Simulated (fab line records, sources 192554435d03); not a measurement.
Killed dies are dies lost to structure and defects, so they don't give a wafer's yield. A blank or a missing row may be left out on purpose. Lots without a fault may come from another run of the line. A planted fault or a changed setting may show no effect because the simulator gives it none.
Problem report in the 8D (eight disciplines) form, filled by code | flow n5_finfet | the parts of the form that need people (team, actions taken, sign-off) are left out

1. THE PROBLEM
plate_temp_C at N5_MOL_CONTACT_COAG_COAT_58 reads a mean of 202.77 C on 6 wafers of 2 lots; wafers without a fault read 205.03 C with a standard deviation of 0.14. That is -16 standard deviations from the usual mean.
The step: time 60 s, resist thk 10 nm.
First seen on wafer L610.2, day 7 09:13, on litho_track-01. The record holds 36 wafers of 12 lots with a number at this step. Rule for "out", or "out of limits": more than 4 standard deviations from the usual mean. The other wafers with a number count as sound.

2. WHAT IT IS AND WHAT IT IS NOT
question                    | is                     | is not
which readings at this step | plate_temp_C           | -
which lots                  | L610, L611             | L600, L601, L604, L605, L607, L608, L609, L620, L621, L622
which wafers of those lots  | all that have a number | -
read on which tools         | litho_track-01         | litho_track-02, litho_track-05
when                        | from day 7 09:13       | up to then (21 sound wafers); but 9 sound wafers of L620, L621, L622 came after

3. SUSPECTS, AND WHAT RULES EACH OUT
Counting: a tool at a process step up to the reading stays a suspect if it ran every lot that is out and no sound lot after the first of them.
- litho_track-01 at N5_MOL_CONTACT_COAG_COAT_58 (time 60 s, resist thk 10 nm): kept. It ran every lot that is out, first L610 (day 7 09:13), and no sound lot after that; its last sound lot up to then is L609 (day 7 04:19). Its own readings are out on those wafers: plate_temp_C.
Left after counting: litho_track-01 at N5_MOL_CONTACT_COAG_COAT_58.

4. THE CAUSE (what the simulator had put in)
Process parameter drift: litho_track-01, from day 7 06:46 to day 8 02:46, at N5_MOL_CONTACT_COAG_COAT_58. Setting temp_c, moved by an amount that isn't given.
Counting left only this tool.

5. THE CHAIN OF EFFECTS, in route order
Each row: a reading whose mean over the struck wafers that have a number lies more than 3 standard deviations from the usual. Only readings for which the record gives a usual standard deviation are gone through. hours: the time from each lot's start at the first step in this table that gives one to its start at this step, as a median over the lots. sigmas: the change in usual standard deviations.
hours | step                        | reading              | usual    | on struck wafers | change | sigmas
0     | N5_MOL_CONTACT_COAG_COAT_58 | heater_power_total_W | 391.7 W  | 386.9            | -4.8   | -3.7
0     | N5_MOL_CONTACT_COAG_COAT_58 | plate_temp_C         | 205.03 C | 202.77           | -2.26  | -16
The process steps in it:
- N5_MOL_CONTACT_COAG_COAT_58: time 60 s, resist thk 10 nm.

6. WHAT WOULD HAVE CAUGHT IT SOONER
In this record the first reading out of limits was taken at day 7 09:13, 2 hours after the fault began at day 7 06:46.
